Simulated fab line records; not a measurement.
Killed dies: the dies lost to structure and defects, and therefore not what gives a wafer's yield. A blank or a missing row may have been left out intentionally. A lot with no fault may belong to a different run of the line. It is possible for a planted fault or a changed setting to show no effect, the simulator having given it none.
The tool behind it: which one? / flow nandHarc / Sampling: 12 lots, 36 wafers, 5 of 1302 route steps

WHAT THE GAUGES READ, wafer by wafer
NHARC_END_SORT_01. Usual: killedAtArray 59, standard deviation 24; killedAtOther 0.7, standard deviation 1.2; killedAtPeriphery 3.5, standard deviation 2.6; killedDies 63, standard deviation 24; killedOpen 3.2, standard deviation 2.1; killedShort 2.4, standard deviation 1.5.
lot=L592; measured=day 28 20:40; on=prober-01; killedAtArray=60 63 674; killedAtOther=3 0 0; killedAtPeriphery=3 1 3; killedDies=66 64 677; killedOpen=1 4 3; killedShort=2 1 1; flag=OFF

EACH LOT AND THE TOOL THAT RAN IT (in order: tool; ch and the chambers of the sampled wafers; start)
lot=L584; NHARC_A_CONTACT_DEP_85=pecvd-04 ch 1,2, day 22 16:25; NHARC_A_CONTACT_ETCH_31=rieDiel-03 ch 0,1,3, day 22 17:58; NHARC_A_CONTACT_ETCH_137=harCapEtch-03 ch 0,1, day 22 19:11; NHARC_A_CONTACT_ETCH_98=rieDiel-05 ch 0,2, day 22 20:28
lot=L585; NHARC_A_CONTACT_DEP_85=pecvd-04 ch 0,1,2, day 22 21:11; NHARC_A_CONTACT_ETCH_31=rieDiel-03 ch 1,2, day 22 22:46; NHARC_A_CONTACT_ETCH_137=harCapEtch-03 ch 0,1, day 22 23:59; NHARC_A_CONTACT_ETCH_98=rieDiel-03 ch 0,3, no start
lot=L586; NHARC_A_CONTACT_DEP_85=pecvd-03 ch 0,1,2, day 23 11:26; NHARC_A_CONTACT_ETCH_31=rieDiel-03 ch 0,2,3, day 23 13:10; NHARC_A_CONTACT_ETCH_137=harCapEtch-02 ch 0,1, day 23 14:29; NHARC_A_CONTACT_ETCH_98=rieDiel-03 ch 0,1,3, no start
lot=L592; NHARC_A_CONTACT_DEP_85=pecvd-01 ch 0,1,2, day 26 12:10; NHARC_A_CONTACT_ETCH_31=rieDiel-03 ch 0,1,3, day 26 13:41; NHARC_A_CONTACT_ETCH_137=harCapEtch-01 ch 0,1, day 26 14:58; NHARC_A_CONTACT_ETCH_98=rieDiel-13 ch 0,2,3, day 28 20:40 or earlier
lot=L601; NHARC_A_CONTACT_DEP_85=pecvd-04 ch 0,1, day 29 20:00; NHARC_A_CONTACT_ETCH_31=rieDiel-05 ch 0,2,3, day 29 21:28; NHARC_A_CONTACT_ETCH_137=harCapEtch-02 ch 0,1, day 29 22:45; NHARC_A_CONTACT_ETCH_98=rieDiel-03 ch 0,1,3, no start
lot=L599; NHARC_A_CONTACT_DEP_85=pecvd-01 ch 0,2, day 29 23:35; NHARC_A_CONTACT_ETCH_31=rieDiel-05 ch 0,2,3, day 30 01:12; NHARC_A_CONTACT_ETCH_137=harCapEtch-02 ch 0,1, day 30 02:25; NHARC_A_CONTACT_ETCH_98=rieDiel-03 ch 1,2, no start
lot=L600; NHARC_A_CONTACT_DEP_85=pecvd-03 ch 0,1, day 30 04:26; NHARC_A_CONTACT_ETCH_31=rieDiel-03 ch 1,2,3, day 30 05:50; NHARC_A_CONTACT_ETCH_137=harCapEtch-01 ch 0,1, day 30 07:03; NHARC_A_CONTACT_ETCH_98=rieDiel-03 ch 1,3, no start
lot=L604; NHARC_A_CONTACT_DEP_85=pecvd-03 ch 1,2, day 30 13:07; NHARC_A_CONTACT_ETCH_31=rieDiel-03 ch 0,1, day 30 14:26; NHARC_A_CONTACT_ETCH_137=harCapEtch-01 ch 0,1, day 30 15:43; NHARC_A_CONTACT_ETCH_98=rieDiel-13 ch 1,2, no start
lot=L602; NHARC_A_CONTACT_DEP_85=pecvd-03 ch 0,1,2, day 30 19:11; NHARC_A_CONTACT_ETCH_31=rieDiel-03 ch 1,3, day 30 20:36; NHARC_A_CONTACT_ETCH_137=harCapEtch-02 ch 0,1, day 30 21:55; NHARC_A_CONTACT_ETCH_98=rieDiel-03 ch 0,3, day 30 23:08
lot=L603; NHARC_A_CONTACT_DEP_85=pecvd-04 ch 0,1, day 30 19:31; NHARC_A_CONTACT_ETCH_31=rieDiel-13 ch 0,1,2, day 30 21:17; NHARC_A_CONTACT_ETCH_137=harCapEtch-03 ch 0,1, day 30 22:30; NHARC_A_CONTACT_ETCH_98=rieDiel-05 ch 2,3, no start
lot=L605; NHARC_A_CONTACT_DEP_85=pecvd-01 ch 0,1,2, day 31 14:20; NHARC_A_CONTACT_ETCH_31=rieDiel-03 ch 0,2,3, day 31 15:50; NHARC_A_CONTACT_ETCH_137=harCapEtch-01 ch 0,1, day 31 17:08; NHARC_A_CONTACT_ETCH_98=rieDiel-03 ch 0,1,3, no start
lot=L606; NHARC_A_CONTACT_DEP_85=pecvd-03 ch 0,2, day 32 09:22; NHARC_A_CONTACT_ETCH_31=rieDiel-03 ch 0,1,2, day 32 10:50; NHARC_A_CONTACT_ETCH_137=harCapEtch-01 ch 0,1, day 32 12:04; NHARC_A_CONTACT_ETCH_98=rieDiel-03 ch 1,2,3, no start
- NHARC_A_CONTACT_DEP_85: deposits SiON, target thk 60 nm.
- NHARC_A_CONTACT_ETCH_31: etches the open film in O2/COS, target depth 2800 nm, time 728 s.
- NHARC_A_CONTACT_ETCH_137: etches the open film in C4F8/O2/Ar, time 311 s, target depth 1912 nm.
- NHARC_A_CONTACT_ETCH_98: etches the open film in C4F6/O2, target depth 20 nm, time 10 s.

WHAT THE TOOLS THEMSELVES READ (means of the sampled wafers that have a number; where no wafer has one, the mark that the record gives instead)
NHARC_A_CONTACT_DEP_85. Usual: heaterPowerW reads 780 W (standard deviation 100).
lot=L584; tool=pecvd-04; heaterPowerW (W)=786; flag=
lot=L585; tool=pecvd-04; heaterPowerW (W)=858; flag=
lot=L586; tool=pecvd-03; heaterPowerW (W)=688; flag=
lot=L592; tool=pecvd-01; heaterPowerW (W)=765; flag=
lot=L601; tool=pecvd-04; heaterPowerW (W)=801; flag=
lot=L599; tool=pecvd-01; heaterPowerW (W)=725; flag=
lot=L600; tool=pecvd-03; heaterPowerW (W)=770; flag=
lot=L604; tool=pecvd-03; heaterPowerW (W)=777; flag=
lot=L602; tool=pecvd-03; heaterPowerW (W)=671; flag=
lot=L603; tool=pecvd-04; heaterPowerW (W)=832; flag=
lot=L605; tool=pecvd-01; heaterPowerW (W)=773; flag=
lot=L606; tool=pecvd-03; heaterPowerW (W)=664; flag=

NHARC_A_CONTACT_ETCH_31. Usual: drypumpMotorCurrentA 5.50 A, standard deviation 0.28; oesProductAu 1.001 a.u., standard deviation 0.0091; rfVppV 314.6 V, standard deviation 2.4; runLengthS 749.4 s, standard deviation 0.45; showerheadPlenumPTorr 3.16 Torr, standard deviation 0.15; throttleValvePct 28.330 %, standard deviation 0.008.
lot=L584; tool=rieDiel-03; drypumpMotorCurrentA (A)=5.55; oesProductAu (a.u.)=0.998; rfVppV (V)=313.9; runLengthS (s)=749.6; showerheadPlenumPTorr (Torr)=3.12; throttleValvePct (%)=28.332; flag=
lot=L585; tool=rieDiel-03; drypumpMotorCurrentA (A)=5.20; oesProductAu (a.u.)=1.003; rfVppV (V)=314.7; runLengthS (s)=749.2; showerheadPlenumPTorr (Torr)=3.15; throttleValvePct (%)=28.333; flag=
lot=L586; tool=rieDiel-03; drypumpMotorCurrentA (A)=5.50; oesProductAu (a.u.)=1.003; rfVppV (V)=315.8; runLengthS (s)=749.5; showerheadPlenumPTorr (Torr)=3.24; throttleValvePct (%)=28.334; flag=
lot=L592; tool=rieDiel-03; drypumpMotorCurrentA (A)=5.55; oesProductAu (a.u.)=1.002; rfVppV (V)=314.0; runLengthS (s)=663.2; showerheadPlenumPTorr (Torr)=3.11; throttleValvePct (%)=28.341; flag=OFF
lot=L601; tool=rieDiel-05; drypumpMotorCurrentA (A)=5.73; oesProductAu (a.u.)=0.996; rfVppV (V)=316.4; runLengthS (s)=749.2; showerheadPlenumPTorr (Torr)=3.28; throttleValvePct (%)=28.327; flag=
lot=L599; tool=rieDiel-05; drypumpMotorCurrentA (A)=5.73; oesProductAu (a.u.)=1.005; rfVppV (V)=316.1; runLengthS (s)=749.2; showerheadPlenumPTorr (Torr)=3.28; throttleValvePct (%)=28.328; flag=
lot=L600; tool=rieDiel-03; drypumpMotorCurrentA (A)=5.38; oesProductAu (a.u.)=0.999; rfVppV (V)=316.4; runLengthS (s)=749.2; showerheadPlenumPTorr (Torr)=3.28; throttleValvePct (%)=28.330; flag=
lot=L604; tool=rieDiel-03; drypumpMotorCurrentA (A)=5.54; oesProductAu (a.u.)=1.006; rfVppV (V)=316.4; runLengthS (s)=749.3; showerheadPlenumPTorr (Torr)=3.28; throttleValvePct (%)=28.337; flag=
lot=L602; tool=rieDiel-03; drypumpMotorCurrentA (A)=5.56; oesProductAu (a.u.)=0.998; rfVppV (V)=316.1; runLengthS (s)=749.4; showerheadPlenumPTorr (Torr)=3.26; throttleValvePct (%)=28.327; flag=
lot=L603; tool=rieDiel-13; drypumpMotorCurrentA (A)=5.51; oesProductAu (a.u.)=0.987; rfVppV (V)=314.6; runLengthS (s)=749.5; showerheadPlenumPTorr (Torr)=3.12; throttleValvePct (%)=28.329; flag=
lot=L605; tool=rieDiel-03; drypumpMotorCurrentA (A)=5.49; oesProductAu (a.u.)=1.001; rfVppV (V)=316.5; runLengthS (s)=749.7; showerheadPlenumPTorr (Torr)=3.23; throttleValvePct (%)=28.327; flag=
lot=L606; tool=rieDiel-03; drypumpMotorCurrentA (A)=5.37; oesProductAu (a.u.)=0.998; rfVppV (V)=316.2; runLengthS (s)=749.3; showerheadPlenumPTorr (Torr)=3.28; throttleValvePct (%)=28.329; flag=

NHARC_A_CONTACT_ETCH_98. Usual: drypumpMotorCurrentA 5.5 A, standard deviation 0.3; oesProductAu 0.953 a.u., standard deviation 0.019; rfVppV 548 V, standard deviation 3.9; runLengthS 31.1 s, standard deviation 0.37; showerheadPlenumPTorr 3.97 Torr, standard deviation 0.19; throttleValvePct 26.903 %, standard deviation 0.009.
lot=L584; tool=rieDiel-05; drypumpMotorCurrentA (A)=5.9; oesProductAu (a.u.)=0.952; rfVppV (V)=548; runLengthS (s)=31.1; showerheadPlenumPTorr (Torr)=4.00; throttleValvePct (%)=26.910; flag=
lot=L585; tool=rieDiel-03; drypumpMotorCurrentA (A)=5.7; oesProductAu (a.u.)=0.944; rfVppV (V)=551; runLengthS (s)=31.3; showerheadPlenumPTorr (Torr)=4.07; throttleValvePct (%)=26.905; flag=
lot=L586; tool=rieDiel-03; drypumpMotorCurrentA (A)=5.6; oesProductAu (a.u.)=0.944; rfVppV (V)=547; runLengthS (s)=31.2; showerheadPlenumPTorr (Torr)=3.92; throttleValvePct (%)=26.905; flag=
lot=L592; tool=rieDiel-13; drypumpMotorCurrentA (A)=5.5; oesProductAu (a.u.)=0.956; rfVppV (V)=543; runLengthS (s)=31.4; showerheadPlenumPTorr (Torr)=3.77; throttleValvePct (%)=26.903; flag=
lot=L601; tool=rieDiel-03; drypumpMotorCurrentA (A)=5.6; oesProductAu (a.u.)=0.946; rfVppV (V)=551; runLengthS (s)=31.0; showerheadPlenumPTorr (Torr)=4.10; throttleValvePct (%)=26.905; flag=
lot=L599; tool=rieDiel-03; drypumpMotorCurrentA (A)=5.3; oesProductAu (a.u.)=0.965; rfVppV (V)=551; runLengthS (s)=30.9; showerheadPlenumPTorr (Torr)=4.18; throttleValvePct (%)=26.898; flag=
lot=L600; tool=rieDiel-03; drypumpMotorCurrentA (A)=5.4; oesProductAu (a.u.)=0.955; rfVppV (V)=551; runLengthS (s)=30.9; showerheadPlenumPTorr (Torr)=4.15; throttleValvePct (%)=26.909; flag=
lot=L604; tool=rieDiel-13; drypumpMotorCurrentA (A)=5.5; oesProductAu (a.u.)=0.994; rfVppV (V)=544; runLengthS (s)=31.1; showerheadPlenumPTorr (Torr)=3.77; throttleValvePct (%)=26.903; flag=
lot=L602; tool=rieDiel-03; drypumpMotorCurrentA (A)=5.7; oesProductAu (a.u.)=0.954; rfVppV (V)=549; runLengthS (s)=31.2; showerheadPlenumPTorr (Torr)=4.03; throttleValvePct (%)=26.894; flag=
lot=L603; tool=rieDiel-05; drypumpMotorCurrentA (A)=6.1; oesProductAu (a.u.)=0.956; rfVppV (V)=551; runLengthS (s)=31.2; showerheadPlenumPTorr (Torr)=4.13; throttleValvePct (%)=26.898; flag=
lot=L605; tool=rieDiel-03; drypumpMotorCurrentA (A)=5.6; oesProductAu (a.u.)=0.943; rfVppV (V)=551; runLengthS (s)=31.2; showerheadPlenumPTorr (Torr)=4.10; throttleValvePct (%)=26.898; flag=
lot=L606; tool=rieDiel-03; drypumpMotorCurrentA (A)=5.4; oesProductAu (a.u.)=0.962; rfVppV (V)=551; runLengthS (s)=31.2; showerheadPlenumPTorr (Torr)=4.10; throttleValvePct (%)=26.906; flag=

THE ANSWER, worked out from the rows above alone
Rule: a lot counts as off when the mean over its wafers that have a number is more than 3 standard deviations away from the usual mean. A lot without any number at a reading at which 4 lots or more have one is off too. Any other lot the step has rows for is counted as sound. The gauges are gone through in route order, then the tools' own readings, and for those a lot's mean is taken as printed above. The first step at which some lot is off is used, and at that step the reading that is off furthest; a lot without a number counts as furthest.
Off: L592, at NHARC_END_SORT_01 (killedAtArray). Neither off nor sound, because the step has no rows for them: L584, L585, L586, L601, L599, L600, L604, L602, L603, L605, L606.
If a tool, at a process step before that reading, ran all the lots that are off and no sound lot after the first of them, it fits. Not tried: the gauges at NHARC_END_SORT_01; whatever is off there is also off at NHARC_A_CONTACT_ETCH_31, on other tools, and gauge error can't account for it. NHARC_A_CONTACT_ETCH_98 gives no start for some lots, so the hours and the order of its lots are those of NHARC_END_SORT_01. Can't be told from this: 4 tools fit, pecvd-01 at NHARC_A_CONTACT_DEP_85, rieDiel-03 at NHARC_A_CONTACT_ETCH_31, harCapEtch-01 at NHARC_A_CONTACT_ETCH_137, rieDiel-13 at NHARC_A_CONTACT_ETCH_98.

WHAT THE SIMULATOR HAD PUT IN
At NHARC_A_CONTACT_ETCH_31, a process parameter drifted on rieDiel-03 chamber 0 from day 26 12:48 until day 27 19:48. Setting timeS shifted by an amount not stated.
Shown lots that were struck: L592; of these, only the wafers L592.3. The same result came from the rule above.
